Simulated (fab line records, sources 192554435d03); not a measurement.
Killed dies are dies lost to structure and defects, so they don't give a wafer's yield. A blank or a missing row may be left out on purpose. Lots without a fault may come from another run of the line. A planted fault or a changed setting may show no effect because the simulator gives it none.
Split-lot experiment | flow n5_finfet | 7 lots, 39 wafers read, on a route of 1938 steps

THE SPLIT
At N5_FIN_CUT_ETCH_21 (etches SOC in N2/H2, target depth 219 nm, overetch 43.8 nm, time 523.5 s), the setting bias_w was moved away from the recipe's 61 W on 15 of the 39 wafers read, by -18.1% to +10.6%. The other wafers ran this setting at the recipe's value.

The reading is taken at the split's own step.

THE READING
rf_vpp_V, in V, at N5_FIN_CUT_ETCH_21 (etches SOC in N2/H2, target depth 219 nm, overetch 43.8 nm, time 523.5 s). Fault-free wafers of this fab line usually give 241.0 V, standard deviation 1.4 V.

wafer  | tool, chamber at the split | bias_w as run, W | against the recipe | rf_vpp_V, V | against lot-mates on the recipe
L075.3 | rie_diel-06, 0             | 61               | recipe             | 241.7       | -
L075.4 | rie_diel-06, 1             | 61               | recipe             | 242.1       | -
L075.5 | rie_diel-06, 0             | 61               | recipe             | 242.0       | -
L077.1 | rie_diel-06, 0             | 61               | recipe             | 241.5       | -
L077.2 | rie_diel-06, 2             | 54.56            | -10.6%             | 226.1       | -14.0
L077.3 | rie_diel-06, 3             | 61               | recipe             | 238.3       | -
L077.4 | rie_diel-06, 1             | 61               | recipe             | 240.4       | -
L077.5 | rie_diel-06, 0             | 54.56            | -10.6%             | 224.1       | -16.0
L077.6 | rie_diel-06, 1             | 54.56            | -10.6%             | 224.2       | -15.9
L081.1 | rie_diel-02, 0             | 61               | recipe             | 239.7       | -
L081.2 | rie_diel-02, 2             | 51.18            | -16.1%             | 215.7       | -24.2
L081.3 | rie_diel-02, 3             | 61               | recipe             | 241.1       | -
L081.4 | rie_diel-02, 1             | 51.18            | -16.1%             | 215.5       | -24.4
L081.5 | rie_diel-02, 0             | 61               | recipe             | 239.0       | -
L081.6 | rie_diel-02, 3             | 51.18            | -16.1%             | 216.9       | -23.0
L082.1 | rie_diel-02, 1             | 61               | recipe             | 239.2       | -
L082.2 | rie_diel-02, 3             | 61               | recipe             | 241.6       | -
L082.3 | rie_diel-02, 0             | 61               | recipe             | 241.1       | -
L082.4 | rie_diel-02, 2             | 61               | recipe             | 240.7       | -
L082.5 | rie_diel-02, 2             | 61               | recipe             | 240.9       | -
L082.6 | rie_diel-02, 1             | 61               | recipe             | 238.6       | -
L084.1 | rie_diel-02, 3             | 61               | recipe             | 243.9       | -
L084.2 | rie_diel-02, 2             | 51.51            | -15.6%             | 215.5       | -26.6
L084.3 | rie_diel-02, 0             | 61               | recipe             | 239.7       | -
L084.4 | rie_diel-02, 1             | 51.51            | -15.6%             | 214.4       | -27.7
L084.5 | rie_diel-02, 0             | 51.51            | -15.6%             | 214.5       | -27.6
L084.6 | rie_diel-02, 3             | 61               | recipe             | 242.6       | -
L085.1 | rie_diel-02, 1             | 67.44            | +10.6%             | 255.9       | +14.2
L085.2 | rie_diel-02, 3             | 61               | recipe             | 242.9       | -
L085.3 | rie_diel-02, 0             | 61               | recipe             | 241.8       | -
L085.4 | rie_diel-02, 2             | 61               | recipe             | 240.4       | -
L085.5 | rie_diel-02, 0             | 67.44            | +10.6%             | 257.2       | +15.5
L085.6 | rie_diel-02, 1             | 67.44            | +10.6%             | 256.5       | +14.8
L091.1 | rie_diel-05, 1             | 49.94            | -18.1%             | 212.1       | -29.4
L091.2 | rie_diel-05, 2             | 49.94            | -18.1%             | 212.0       | -29.5
L091.3 | rie_diel-05, 3             | 49.94            | -18.1%             | 212.8       | -28.7
L091.4 | rie_diel-05, 0             | 61               | recipe             | 242.1       | -
L091.5 | rie_diel-05, 2             | 61               | recipe             | 241.6       | -
L091.6 | rie_diel-05, 1             | 61               | recipe             | 240.9       | -

THE FIT
A straight line over all 39 wafers: rf_vpp_V changes by +1.57 V for each +1% of bias_w; r = +1.00; the points scatter about the line by 1.3 V.
The same after taking each lot's own level away (the mean of its wafers on the recipe; 39 wafers): +1.56 V for each +1%; r = +0.99; scatter 1.4 V.
On that fit, the largest move of bias_w shifts the reading by 28 V.
The lots' own levels span 239.93 to 242.07 V, that is 1.5 times the standard deviation above.
So the lot-to-lot level changes the slope little: the two slopes agree.
Check: with one of the wafers moved furthest among these (-18.1%) left out of the fit, the line predicts -28.5 V for it against its lot-mates. It came out at -29.4 V against them.
Tool readings at the split's step, against how far the setting was moved: rf_vpp_V r = +1.00.

THE WHOLE CHAIN: every reading that the file lists as answering this split, in the file's order
step               | what it does                                                             | reading                                                                          | change (the file's fit)                | r (the file's)
N5_FIN_CUT_ETCH_21 | etches SOC in N2/H2, target depth 219 nm, overetch 43.8 nm, time 523.5 s | rf_vpp_V                                                                         | +1.57 V for each +1% of the setting    | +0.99
N5_FIN_CUT_ETCH_21 | etches SOC in N2/H2, target depth 219 nm, overetch 43.8 nm, time 523.5 s | SiARC_of_FIN_CUT_COAT_19.thk_nm (the simulator's own value, which no gauge read) | -0.0562 nm for each +1% of the setting | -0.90

THE FILE'S OWN FIT
rf_vpp_V changes by +1.57 V for each +1% of bias_w, r = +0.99.
